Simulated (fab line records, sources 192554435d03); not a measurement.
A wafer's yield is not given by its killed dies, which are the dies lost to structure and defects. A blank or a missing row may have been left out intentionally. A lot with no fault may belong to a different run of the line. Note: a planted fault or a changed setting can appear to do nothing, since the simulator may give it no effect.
Split-lot study -- flow n5_finfet -- on a route of 1938 steps: 7 lots, 39 wafers read

SPLIT DETAILS
At N5_FIN_SAQP_PECVD_06 (deposits a-Si from SiH4/He, target thk 60 nm, time 48.1 s), the setting time_s was moved away from the recipe's 48.1 s on 15 of the 39 wafers read, by -41.6% to +31.6%. For the rest of the wafers, this setting stayed at what the recipe calls for.

FROM THE SPLIT TO THE READING: what the file shows between them, 5 steps
- N5_FIN_SAQP_THK_MEAS_07
- N5_FIN_SAQP_HM_DEP_72: deposits SiO2 from SiH4/N2O, target thk 12 nm, time 7.2 s
- N5_FIN_SAQP_COAT_49: time 60 s, resist thk 100 nm
- N5_FIN_SAQP_HM_OPEN_73: chemistry CHF3/O2, target SiO2, stops on a-Si, target depth 12 nm, time 16.8 s
- N5_FIN_SAQP_STRIP_74: strips in CHF3/O2

THE READING
oes_product_au, in a.u., at N5_FIN_SAQP_MANDREL_ETCH_22 (etches a-Si in HBr/Cl2, stops on SiNx, target depth 60 nm, bt time 10 s, time 30 s). Fault-free wafers of this fab line usually give 0.767 a.u., standard deviation 0.014 a.u.

wafer,"tool, chamber at the split","time_s as run, s",against the recipe,"oes_product_au, a.u.",against lot-mates on the recipe
L076.1,"pecvd-04, 1",48.1,recipe,0.778,-
L076.2,"pecvd-04, 0",48.1,recipe,0.766,-
L076.3,"pecvd-04, 1",48.1,recipe,0.764,-
L076.4,"pecvd-04, 0",48.1,recipe,0.777,-
L076.5,"pecvd-04, 1",48.1,recipe,0.766,-
L076.6,"pecvd-04, 0",48.1,recipe,0.768,-
L083.1,"pecvd-04, 2",62.98,+30.9%,0.919,+0.154
L083.2,"pecvd-04, 0",62.98,+30.9%,0.933,+0.168
L083.3,"pecvd-04, 1",62.98,+30.9%,0.899,+0.134
L083.4,"pecvd-04, 0",48.1,recipe,0.761,-
L083.5,"pecvd-04, 2",48.1,recipe,0.771,-
L083.6,"pecvd-04, 1",48.1,recipe,0.762,-
L084.1,"pecvd-04, 0",48.1,recipe,0.782,-
L084.2,"pecvd-04, 2",28.09,-41.6%,0.563,-0.213
L084.3,"pecvd-04, 1",48.1,recipe,0.781,-
L084.4,"pecvd-04, 1",28.09,-41.6%,0.572,-0.204
L084.5,"pecvd-04, 2",48.1,recipe,0.764,-
L084.6,"pecvd-04, 0",28.09,-41.6%,0.577,-0.199
L089.1,"pecvd-04, 0",48.1,recipe,0.761,-
L089.2,"pecvd-04, 1",48.1,recipe,0.761,-
L089.6,"pecvd-04, 0",48.1,recipe,0.795,-
L092.1,"pecvd-03, 2",48.1,recipe,0.764,-
L092.2,"pecvd-03, 1",61.44,+27.7%,0.905,+0.131
L092.3,"pecvd-03, 0",61.44,+27.7%,0.881,+0.107
L092.4,"pecvd-03, 1",48.1,recipe,0.780,-
L092.5,"pecvd-03, 2",48.1,recipe,0.777,-
L092.6,"pecvd-03, 0",61.44,+27.7%,0.914,+0.140
L093.1,"pecvd-03, 1",48.1,recipe,0.786,-
L093.2,"pecvd-03, 2",48.1,recipe,0.758,-
L093.3,"pecvd-03, 0",39.73,-17.4%,0.654,-0.113
L093.4,"pecvd-03, 0",39.73,-17.4%,0.667,-0.100
L093.5,"pecvd-03, 2",39.73,-17.4%,0.703,-0.064
L093.6,"pecvd-03, 1",48.1,recipe,0.756,-
L094.1,"pecvd-03, 1",63.3,+31.6%,0.907,+0.126
L094.2,"pecvd-03, 2",63.3,+31.6%,0.939,+0.158
L094.3,"pecvd-03, 2",48.1,recipe,0.783,-
L094.4,"pecvd-03, 1",48.1,recipe,0.773,-
L094.5,"pecvd-03, 1",63.3,+31.6%,0.911,+0.130
L094.6,"pecvd-03, 2",48.1,recipe,0.786,-

FIT RESULTS
A straight line over all 39 wafers: oes_product_au changes by +0.0048 a.u. for each +1% of time_s; r = +0.99; the points scatter about the line by 0.013 a.u.
The same after taking each lot's own level away (the mean of its wafers on the recipe; 39 wafers): +0.00479 a.u. for each +1%; r = +0.99; scatter 0.013 a.u.
The reading moves by 0.2 a.u. for the largest change in time_s, on that fit.
The lots' own levels span 0.7647 to 0.7807 a.u., that is 1.1 times the standard deviation above.
The two slopes are in agreement: the lot-to-lot level therefore moves the slope only a little.
Check: for one of the wafers moved furthest among these (-41.6%), held out of the fit, the line's prediction against its lot-mates is -0.199 a.u. Against them it came out at -0.213 a.u.

THESE WAFERS: OTHER SPLITS
Other splits were also applied to these wafers ahead of the reading. Each is held against what the fit with the lots' levels taken away leaves over:
other split on the same wafers,wafers away from the commonest value,r with oes_product_au (lot level and that fit taken away)
N5_ZERO_LAYER_PECVD_02 time_s,12,-0.25

THE WHOLE CHAIN: every reading that the file lists as answering this split, in the file's order
step,what it does,reading,change (the file's fit),r (the file's)
N5_FIN_SAQP_PECVD_06,"deposits a-Si from SiH4/He, target thk 60 nm, time 48.1 s","a-Si_of_FIN_SAQP_PECVD_06.thk_nm (the simulator's own value, which no gauge read)",+0.592 nm for each +1% of the setting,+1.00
N5_FIN_SAQP_THK_MEAS_07,,thk_nm,withheld for each +1% of the setting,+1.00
N5_FIN_SAQP_MANDREL_ETCH_22,"etches a-Si in HBr/Cl2, stops on SiNx, target depth 60 nm, bt time 10 s, time 30 s",oes_product_au,+0.00478 a.u. for each +1% of the setting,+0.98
N5_FIN_SAQP_MANDREL_ETCH_22,"etches a-Si in HBr/Cl2, stops on SiNx, target depth 60 nm, bt time 10 s, time 30 s","etch.depth_nm (the simulator's own value, which no gauge read)",+0.593 nm for each +1% of the setting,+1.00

FILE'S OWN FIT
oes_product_au changes by +0.00478 a.u. for each +1% of time_s, r = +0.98.
